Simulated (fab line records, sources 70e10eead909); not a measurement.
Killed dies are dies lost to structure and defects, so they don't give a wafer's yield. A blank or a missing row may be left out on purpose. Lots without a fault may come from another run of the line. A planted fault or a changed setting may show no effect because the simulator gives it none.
A struck lot beside a sound one | flow nand_harc | 26 steps out of a route of 1159
Sound: wafers L933.1, L933.2, L933.6. Struck: wafer L940.4. (L940.1, L940.2 of the same lot were not struck and are left out.) The cause comes at the end.
At each step with rows: each side's tool, then ch and its chambers, then its first start. Under that, the readings that differ: sound wafers | struck wafers | difference of the means | sigmas: that difference in standard deviations of wafers without a fault.
alike: readings whose means differ by less than 2 such deviations, and words and numbers that are the same on both sides. not compared: withheld readings, readings that some wafer has no value for, bounds like >300 that may hide the same value, and numbers for which the record gives no deviation and whose values overlap.
The two part at a step that has a row with sigmas, a row that says differs or no value, or rows on one side only. Numbers that don't overlap but have no deviation are shown without sigmas and don't part them. A reading that every wafer of one side lacks parts them only if that side has two wafers or more.

first, 2 steps without rows for these wafers: NHARC_P_GATE_PEB_09 (peb time 85 s); NHARC_P_GATE_DEVELOP_10 (time 70 s).
NHARC_P_GATE_CD_MEAS_11: target cd 1640 nm.
  sound on cd_sem-02 ch 0, day 4 10:46; struck on cd_sem-03 ch 0, day 6 00:56
  alike: cd_nm
then, 1 step without rows for these wafers: NHARC_P_GATE_HARDBAKE_12 (time 80 s).
NHARC_P_GATE_DESCUM_13: chemistry O2, time 3 s.
  sound on rie_diel-11 ch 0,1, day 4 10:56; struck on rie_diel-07 ch 3, day 6 01:05
  alike: drypump_motor_current_A, oes_product_au, rf_vpp_V, showerhead_plenum_p_Torr, throttle_valve_pct
  not compared: rf_hours_counter_h
then, 6 steps without rows for these wafers: NHARC_P_GATE_ETCH_14 (etches SiO2 in dHF, target depth 48.8 nm); NHARC_P_GATE_STRIP_15 (strips in SPM, time 780 s); NHARC_P_GATE_PRECLEAN_71 (cleans in SC1); NHARC_P_GATE_SRD_72; NHARC_P_GATE_OXIDE_16 (material SiO2, target thk 3 nm, ox time 392 s); NHARC_P_GATE_CVD_17 (deposits poly-Si, target thk 150 nm, time 900 s).
NHARC_P_GATE_HM_DEP_102: deposits aC, target thk 120 nm.
  sound on acl_dep-01 ch 0, day 4 23:13; struck on acl_dep-02 ch 0, day 6 13:22
  alike: throttle_valve_pct
NHARC_P_GATE_DEP_103: deposits SiON, target thk 30 nm.
  sound on pecvd-02 ch 0,1, day 4 23:54; struck on pecvd-02 ch 0, day 6 14:03
  alike: heater_power_w
then, 8 steps without rows for these wafers: NHARC_P_GATE_DEHYDRATE_18 (time 120 s); NHARC_P_GATE_HMDS_19 (time 30 s); NHARC_P_GATE_COAT_20 (resist thk 90 nm); NHARC_P_GATE_SOFTBAKE_21 (time 55 s); NHARC_P_GATE_EBR_22; NHARC_P_GATE_EXPOSE_23 (exposes mask P GATE, target cd 120 nm); NHARC_P_GATE_PEB_24 (peb time 65 s); NHARC_P_GATE_DEVELOP_25 (develop time 35 s).
NHARC_P_GATE_CD_MEAS_26: target cd 120 nm.
  sound on cd_sem-03 ch 0, day 5 00:35; struck on cd_sem-03 ch 0, day 6 14:42
  alike: cd_nm
NHARC_P_GATE_OVL_MEAS_27:
  sound on overlay-01, day 5 00:40; struck on overlay-01, day 6 14:47
  reading           | sound          | struck | difference | sigmas
  overlay_x_nm (nm) | 1.5 1.7 1.3    | -0.5   | -2.0       | -2
  overlay_y_nm (nm) | -0.7 -1.4 -0.8 | 1.2    | +2.2       | +3
NHARC_P_GATE_INSPECT_28:
  sound on defect_inspect-02, day 5 00:42; struck on defect_inspect-01, day 6 14:50
  reading          | sound | struck | difference | sigmas
  raw_defect_count | 3 7 7 | 40     | +34        | +11
NHARC_P_GATE_DESCUM_31: chemistry O2, time 3 s.
  sound on rie_diel-07 ch 0,1,3, day 5 00:51; struck on rie_diel-13 ch 0, day 6 14:53
  alike: drypump_motor_current_A, oes_product_au, rf_vpp_V, showerhead_plenum_p_Torr, throttle_valve_pct
  not compared: rf_hours_counter_h
-- the record jumps here: 18 days lie between the struck wafers' starts before and after (it left off in module P_GATE and takes up again in module END, whose first step shown is number 1159 of the route) --
NHARC_END_SORT_01:
  the record has rows for the struck wafers here (prober-01 ch 0, day 24 06:13) and none for the sound ones

WHERE THEY PART
First at NHARC_P_GATE_OVL_MEAS_27; last, within this record, at NHARC_END_SORT_01.

WHY: what the simulator had put in
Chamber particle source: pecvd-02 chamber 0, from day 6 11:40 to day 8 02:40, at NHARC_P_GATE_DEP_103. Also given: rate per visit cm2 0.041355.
